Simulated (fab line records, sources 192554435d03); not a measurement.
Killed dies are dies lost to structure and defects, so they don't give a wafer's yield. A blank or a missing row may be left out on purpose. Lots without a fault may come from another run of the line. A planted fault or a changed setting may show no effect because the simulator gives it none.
Chamber matching | flow n5_finfet | N5_BEOL_M0_CUTY_ETCH_62 on rie_diel-05: 4 sister chambers
The step etches SiARC in CF4, time 58.5 s. 20 wafers are shown with their chamber, then 10 later ones without.

WAFERS WITH THEIR CHAMBER
wafer  | chamber | drypump_motor_current_A (A) | showerhead_plenum_p_Torr (Torr) | throttle_valve_pct (%)
L074.1 | 0       | 5.9                         | 2.26                            | 15.90
L074.4 | 1       | 5.1                         | 2.11                            | 15.42
L074.6 | 0       | 5.9                         | 2.26                            | 15.90
L075.1 | 3       | 6.4                         | 2.04                            | 15.69
L075.4 | 2       | 5.3                         | 2.25                            | 15.26
L075.6 | 3       | 6.4                         | 2.04                            | 15.71
L077.2 | 3       | 6.4                         | 2.04                            | 15.70
L077.3 | 0       | 5.9                         | 2.26                            | 15.92
L077.5 | 3       | 6.4                         | 2.04                            | 15.74
L078.1 | 2       | 5.3                         | 2.25                            | 15.27
L078.2 | 0       | 5.9                         | 2.26                            | 15.92
L078.3 | 1       | 5.1                         | 2.11                            | 15.45
L085.3 | 3       | 6.4                         | 2.03                            | 15.74
L085.4 | 2       | 5.4                         | 2.24                            | 15.30
L085.5 | 2       | 5.4                         | 2.24                            | 15.31
L087.2 | 1       | 5.1                         | 2.10                            | 15.50
L087.4 | 3       | 6.4                         | 2.03                            | 15.75
L087.5 | 1       | 5.1                         | 2.10                            | 15.50
L088.3 | 3       | 6.4                         | 2.03                            | 15.76
L088.4 | 0       | 5.8                         | 2.25                            | 15.96

SIGNATURES (means of the wafers above)
reading                  | chamber 0 | chamber 1 | chamber 2 | chamber 3 | scatter within a chamber
drypump_motor_current_A  | 5.880     | 5.100     | 5.350     | 6.400     | 0.0335
showerhead_plenum_p_Torr | 2.2580    | 2.1050    | 2.2450    | 2.0357    | 0.00531
throttle_valve_pct       | 15.9200   | 15.4675   | 15.2850   | 15.7271   | 0.0286
Rule: a wafer's distance from a chamber is the root of the sum, over the readings, of the square of ((its reading less the chamber's mean) divided by the reading's scatter). The wafer belongs to the nearest chamber; if the next one is less than 2 further off, it can't be placed. The scatter: the root of (the sum of the squares of (reading less its chamber's mean) over the shown wafers, divided by (wafers less chambers)).

WAFERS WITHOUT THEIR CHAMBER
wafer  | drypump_motor_current_A (A) | showerhead_plenum_p_Torr (Torr) | throttle_valve_pct (%)
L088.5 | 5.9                         | 2.25                            | 15.97
L095.1 | 5.4                         | 2.23                            | 15.35
L095.4 | 5.1                         | 2.10                            | 15.52
L095.6 | 5.9                         | 2.25                            | 16.00
L096.3 | 5.8                         | 2.25                            | 16.01
L096.5 | 5.1                         | 2.10                            | 15.54
L096.6 | 5.4                         | 2.23                            | 15.36
L097.1 | 6.4                         | 2.28                            | 15.27
L097.2 | 5.4                         | 2.23                            | 15.37
L097.5 | 6.4                         | 2.28                            | 15.29

WHICH CHAMBER EACH WENT THROUGH
wafer  | from the rows above | in truth
L088.5 | 0                   | 0
L095.1 | 2                   | 2
L095.4 | 1                   | 1
L095.6 | 0                   | 0
L096.3 | 0                   | 0
L096.5 | 1                   | 1
L096.6 | 2                   | 2
L097.1 | 0                   | 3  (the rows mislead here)
L097.2 | 2                   | 2
L097.5 | 0                   | 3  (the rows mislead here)
Placed correctly: 8 of 10. Can't be placed from these rows: 0. Placed wrongly: 2.
